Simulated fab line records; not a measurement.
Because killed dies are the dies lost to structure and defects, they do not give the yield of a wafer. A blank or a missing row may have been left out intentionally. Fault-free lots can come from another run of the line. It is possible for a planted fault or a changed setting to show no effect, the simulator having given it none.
Matching of chambers || flow n5 finfet || 4 sister chambers for N5_BEOL_M5_STRIP_19 on rie diel-03
The step strips in O2. 4 wafers are shown with their chamber, then 9 later ones without.

## WAFERS, EACH WITH ITS CHAMBER
{"wafer": "L087.3", "chamber": 0, "showerhead plenum p Torr (Torr)": 2.01}
{"wafer": "L087.6", "chamber": 2, "showerhead plenum p Torr (Torr)": 2.09}
{"wafer": "L089.5", "chamber": 1, "showerhead plenum p Torr (Torr)": 2.18}
{"wafer": "L089.6", "chamber": 3, "showerhead plenum p Torr (Torr)": 2.14}

## WAFERS WHOSE CHAMBER IS MISSING
{"wafer": "L090.2", "showerhead plenum p Torr (Torr)": 2.18}
{"wafer": "L090.5", "showerhead plenum p Torr (Torr)": 2.18}
{"wafer": "L090.6", "showerhead plenum p Torr (Torr)": 2.14}
{"wafer": "L095.1", "showerhead plenum p Torr (Torr)": 2.17}
{"wafer": "L095.2", "showerhead plenum p Torr (Torr)": 2.00}
{"wafer": "L095.4", "showerhead plenum p Torr (Torr)": 2.08}
{"wafer": "L097.1", "showerhead plenum p Torr (Torr)": 2.17}
{"wafer": "L097.2", "showerhead plenum p Torr (Torr)": 2.00}
{"wafer": "L097.5", "showerhead plenum p Torr (Torr)": 2.17}

## WHICH CHAMBER EACH ONE RAN IN
{"wafer": "L090.2", "from the rows above": 1, "in truth": 1}
{"wafer": "L090.5", "from the rows above": 1, "in truth": 1}
{"wafer": "L090.6", "from the rows above": 3, "in truth": 3}
{"wafer": "L095.1", "from the rows above": 1, "in truth": 1}
{"wafer": "L095.2", "from the rows above": 0, "in truth": 0}
{"wafer": "L095.4", "from the rows above": 2, "in truth": 2}
{"wafer": "L097.1", "from the rows above": 1, "in truth": 1}
{"wafer": "L097.2", "from the rows above": 0, "in truth": 0}
{"wafer": "L097.5", "from the rows above": 1, "in truth": 1}
Correctly placed: 9 of 9. From these rows, 0 cannot be placed. Number placed wrongly: 0.
How it was worked out, from the rows above alone: a wafer's distance from a chamber is the root of the sum, over the readings, of the square of ((its reading less the chamber's mean) divided by the reading's scatter). If the next closest chamber is less than 2 further off than the closest, the wafer can't be placed; otherwise it belongs to the closest. A chamber's mean is the mean of its shown wafers. The scatter (one wafer shown for each chamber): square how far every hidden wafer sits from the nearest shown wafer, average those squares and take the square root.
